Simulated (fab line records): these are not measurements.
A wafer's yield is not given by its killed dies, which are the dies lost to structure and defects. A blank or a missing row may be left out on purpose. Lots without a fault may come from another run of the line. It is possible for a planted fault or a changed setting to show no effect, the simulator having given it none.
Matching of chambers    flow n5Finfet    N5_BEOL_M4_CO_CAP_55 on cvdCo-01 has 3 sister chambers
The step material Co, precursor CCTBA/H2, target thk 2 nm, time 102.1 s. 27 wafers are shown with their chamber, then 12 later ones without.

WAFERS, EACH WITH ITS CHAMBER
wafer   chamber  heaterPowerW (W)  susceptorTempC (C)
L075.2  1        234               199.90
L075.4  1        227               200.28
L075.6  2        216               199.82
L077.1  1        238               200.11
L077.2  0        225               200.14
L077.5  0        220               200.06
L081.2  0        227               199.77
L081.4  1        234               199.98
L081.5  0        217               199.67
L082.1  2        220               199.99
L082.3  0        222               200.01
L082.5  0        220               199.62
L083.1  0        222               199.92
L083.3  2        211               200.27
L083.4  2        221               200.15
L087.3  2        225               200.01
L087.4  1        235               200.24
L087.5  0        224               200.16
L086.3  0        219               199.99
L086.4  0        224               200.21
L086.5  1        228               200.51
L089.2  2        221               200.09
L089.3  0        218               199.84
L089.5  1        227               199.93
L092.1  2        220               199.92
L092.2  1        226               200.28
L092.3  0        224               200.09

SIGNATURES (averages over the wafers above)
reading         chamber 0  chamber 1  chamber 2  scatter within a chamber
heaterPowerW    221.83     231.12     219.14     3.93
susceptorTempC  199.9567   200.1538   200.0357   0.19
Rule: for a wafer and a chamber, the distance is found by dividing, reading by reading, the gap between the wafer's reading and the chamber's mean by the reading's scatter, squaring, summing and taking the root. The wafer belongs to the nearest chamber; if the next one is less than 2 further off, it can't be placed. How the scatter is found: for the shown wafers, subtract from each reading the mean of its chamber, square and add these, divide the total by (wafers less chambers), then take the root.

WAFERS WHOSE CHAMBER IS MISSING
wafer   heaterPowerW (W)  susceptorTempC (C)
L091.1  223               200.23
L091.2  218               200.13
L091.3  232               200.04
L093.2  231               200.33
L093.3  226               200.00
L093.4  222               200.14
L097.2  218               199.92
L097.4  225               199.94
L097.5  236               200.03
L095.2  222               199.98
L095.3  233               199.88
L095.4  232               199.87

THE CHAMBER EACH PASSED THROUGH
wafer   from the rows above           in truth
L091.1  can't be placed: 2 or 0 or 1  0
L091.2  can't be placed: 2 or 0       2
L091.3  can't be placed: 1 or 0       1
L093.2  1                             1
L093.3  can't be placed: 0 or 1 or 2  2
L093.4  can't be placed: 2 or 0 or 1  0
L097.2  can't be placed: 2 or 0       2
L097.4  can't be placed: 0 or 2 or 1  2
L097.5  1                             1
L095.2  can't be placed: 0 or 2       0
L095.3  can't be placed: 1 or 0       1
L095.4  can't be placed: 1 or 0 or 2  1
Placed correctly: 2 of 12. Not placeable from these rows: 10 (in 10, the candidates include the true chamber). 0 placed wrongly.
